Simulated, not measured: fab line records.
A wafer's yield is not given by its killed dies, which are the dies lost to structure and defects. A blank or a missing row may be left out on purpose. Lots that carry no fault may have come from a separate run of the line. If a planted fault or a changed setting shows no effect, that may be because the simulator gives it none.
Comparing a struck lot with a sound one + flow nand harc + 34 steps out of a route of 1302
Sound: the wafers L952.1, L952.4, L952.6. Struck: wafers L943.1, L943.4, L943.6. The cause is named last.
For every step that has rows: the tool of each side, followed by ch and its chambers, followed by its first start. Under that, the readings that differ: sound wafers + struck wafers + difference of the means + sigmas: that difference in standard deviations of wafers without a fault.
alike: readings with means less than 2 such deviations apart, plus words and numbers identical on both sides. not compared: withheld readings, readings lacking a value on some wafer, bounds such as >300 that could conceal the same value, and numbers that have no deviation in the record and whose values overlap.
Wherever a step has rows on one side only, a row that says differs or no value, or a row with sigmas, the two part there. When numbers do not overlap yet have no deviation, they are printed without sigmas and do not part them. A reading missing from all wafers of one side parts the sides only when that side holds two or more wafers.

NHARC_A_CHANNEL_FILL_D1_ALD_25: deposits SiOx, target thk 60 nm, pulse time 10 s, ald cycles 600.
  sound on ald hk-03 ch 1,2,3, day 18 17:46; struck on ald hk-03 ch 1,3, day 14 14:08
  alike: heater power w, precursor pulse height rel, susceptor temp C
NHARC_A_CHANNEL_FILL_D1_ETCHBACK_08: etches the open film in C4F8, target depth 220 nm, time 110 s.
  sound on rie diel-07 ch 0,1,2; struck on rie diel-07 ch 0,2,3
  alike: oes product au, rf vpp V
  not compared: rf hours counter h
NHARC_A_CHANNEL_FILL_D1_STRIP_29: strips in O2, time 20 s.
  sound on rie diel-07 ch 0,1,3; struck on rie diel-07 ch 0,1
  alike: drypump motor current A, oes product au, rf vpp V, showerhead plenum p Torr, throttle valve pct
  not compared: rf hours counter h
then, 5 steps without rows for these wafers: NHARC_A_CHANNEL_FILL_D1_PRECLEAN_30 (cleans in dHF, time 30 s); NHARC_A_CHANNEL_FILL_D1_SRD_31; NHARC_A_CHANNEL_FILL_D1_CVD_09 (deposits poly-Si, target thk 150 nm, time 3000 s); NHARC_A_CHANNEL_FILL_D1_CMP_10 (polishes, target thk 150 nm); NHARC_A_CHANNEL_FILL_D1_SRD_12.
NHARC_A_CHANNEL_FILL_D1_INSPECT_13:
  struck on defect inspect-02, day 15 01:56; sound on defect inspect-02, day 19 05:56
  alike: raw defect count
NHARC_A_DECK1_JOINT_ETCHBACK_07: etches the open film in HBr, target depth 105 nm, time 26.9 s.
  sound on rie si-06 ch 0,1,2, day 19 06:00; struck on rie si-04 ch 0,1,2, day 15 02:01
  alike: drypump motor current A, oes product au, throttle valve pct
  not compared: rf hours counter h
NHARC_A_DECK1_JOINT_ETCH_25: etches SiO2 in dHF, target depth 0.5 nm.
  sound on wet bench-01 ch 1,4,7, day 19 06:08; struck on wet bench-05 ch 3,6,7, day 15 02:08
then, 18 steps without rows for these wafers: NHARC_A_DECK1_JOINT_ETCH_19 (etches poly-Si in TMAH, target depth 3 nm); NHARC_A_DECK1_JOINT_ETCH_18 (etches SiO2 in dHF, target depth 3 nm); NHARC_A_DECK1_JOINT_WET_08 (chemistry H3PO4, time 86 s); NHARC_A_DECK1_JOINT_ETCH_09 (etches SiO2 in dHF, target depth 5 nm); NHARC_A_DECK1_JOINT_WET_10 (chemistry H3PO4, time 86 s); NHARC_A_DECK1_JOINT_ETCH_11 (etches SiO2 in dHF, target depth 35 nm); NHARC_A_DECK1_JOINT_CVD_12 (deposits poly-Si, target thk 90 nm, time 1800 s); NHARC_A_DECK1_JOINT_CMP_13 (polishes, target thk 51.023 nm); NHARC_A_DECK1_JOINT_SRD_04; NHARC_A_DECK1_JOINT_ETCHBACK_00 (etches the open film in HBr, target depth 30 nm, time 17.4 s); NHARC_A_DECK1_JOINT_PRECLEAN_30 (cleans in SC1); NHARC_A_DECK1_JOINT_SRD_31; NHARC_A_DECK1_JOINT_CVD_34 (deposits SiNx, target thk 20 nm); NHARC_A_DECK1_JOINT_DEP_06 (deposits SiOx, target thk 80 nm); NHARC_A_DECK1_JOINT_CURE_26 (time 32 s); NHARC_A_DECK1_JOINT_ANNEAL_27 (time 3600 s); NHARC_A_DECK1_JOINT_ANNEAL_28 (time 1800 s); NHARC_A_DECK1_JOINT_ANNEAL_29 (time 1800 s).
NHARC_A_DECK1_JOINT_CMP_02: polishes SiOx.
  sound on cmp-03 ch 1,2, day 20 17:54; struck on cmp-02 ch 1,2,3, day 16 16:13
  alike: edge zone pressure frac, motor current A
then, 2 steps without rows for these wafers: NHARC_A_DECK1_JOINT_SRD_15; NHARC_A_DECK1_JOINT_DEP_16 (deposits SiO2, target thk 45 nm).
NHARC_A_DECK1_JOINT_INSPECT_05:
  struck on defect inspect-02, day 16 16:52; sound on defect inspect-02, day 20 18:41
  alike: raw defect count
-- record jumps: 12 days between struck wafers' starts before vs after; left off in module A_DECK1_JOINT, resumes in module END, first step shown is number 1302 of the route --
NHARC_END_SORT_01:
  here the record holds rows for the struck wafers (prober-01 ch 0, day 28 21:32) but none for the sound ones

## WHERE THEY PART
Within this record, at NHARC_END_SORT_01 only.

WHY: what the simulator had put in
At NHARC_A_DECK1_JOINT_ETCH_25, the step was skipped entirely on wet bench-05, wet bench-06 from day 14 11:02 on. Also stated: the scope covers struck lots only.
